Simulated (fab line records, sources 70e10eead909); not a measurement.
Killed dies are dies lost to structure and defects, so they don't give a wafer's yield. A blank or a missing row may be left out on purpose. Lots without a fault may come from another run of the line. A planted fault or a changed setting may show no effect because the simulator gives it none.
Which tool did it? | flow nand_harc | 6 lots, 18 wafers sampled, at 4 steps of a route of 1159

WHAT THE GAUGES READ, wafer by wafer
NHARC_END_SORT_01.
lot  | measured     | on        | killed_at_periphery
L777 | day 21 03:10 | prober-02 | 1 0 4
L783 | day 23 20:25 | prober-01 | 4 2 2

WHICH TOOL RAN EACH LOT (tool, then ch and the chambers of the sampled wafers, then the start)
lot  | NHARC_A_CONTACT_ALD_18              | NHARC_A_BLC_CVD_24            | NHARC_A_BLC_CMP_25
L772 | ald_metal-02 ch 0,1, day 17 02:52   | cvd_w-02 ch 0,1, day 17 22:14 | cmp-03 ch 2,3, day 17 22:46
L775 | ald_metal-03 ch 0,1,2, day 18 06:05 | cvd_w-02 ch 0,1, day 18 12:45 | cmp-03 ch 1,2,3, day 18 13:13
L773 | ald_metal-01 ch 0,1, day 18 17:25   | cvd_w-02 ch 0,1, day 19 02:16 | cmp-01 ch 1,2,3, day 19 02:49
L777 | ald_metal-02 ch 1,2, day 19 01:42   | cvd_w-02 ch 0,1, day 19 08:59 | cmp-01 ch 1,3, day 19 09:31
L783 | ald_metal-03 ch 0,3, day 21 03:48   | cvd_w-01 ch 0,1, day 22 02:07 | cmp-01 ch 0,1,2, day 22 02:40
L792 | ald_metal-03 ch 1,2,3, day 22 17:02 | cvd_w-01 ch 0,1, day 23 05:08 | cmp-02 ch 0,1,2, day 23 05:41
- NHARC_A_CONTACT_ALD_18: deposits TiN, target thk 3 nm, pulse time 1 s, ald cycles 150.
- NHARC_A_BLC_CVD_24: deposits W, target thk 150 nm, time 434 s.
- NHARC_A_BLC_CMP_25: polishes, t overpolish 30 s, target thk 150 nm.

THE ANSWER, worked out from the rows above alone
Rule: what is usual is taken from the lots themselves. Put in order of their means at a reading, lots are off if they are a third of the lots or fewer, leave a main group of 4 or more, and stand apart from it by a gap of 3 or more times the standard deviation of the main group's means; of several such gaps the widest counts. A main group whose means are all the same, to the digits that the tables above print for the reading, isn't used. A lot without any number at a reading at which 4 lots or more have one is off too. The other lots that the step has rows for count as sound.
No lot is off at any reading shown: from this, nothing can be told.

WHAT THE SIMULATOR HAD PUT IN
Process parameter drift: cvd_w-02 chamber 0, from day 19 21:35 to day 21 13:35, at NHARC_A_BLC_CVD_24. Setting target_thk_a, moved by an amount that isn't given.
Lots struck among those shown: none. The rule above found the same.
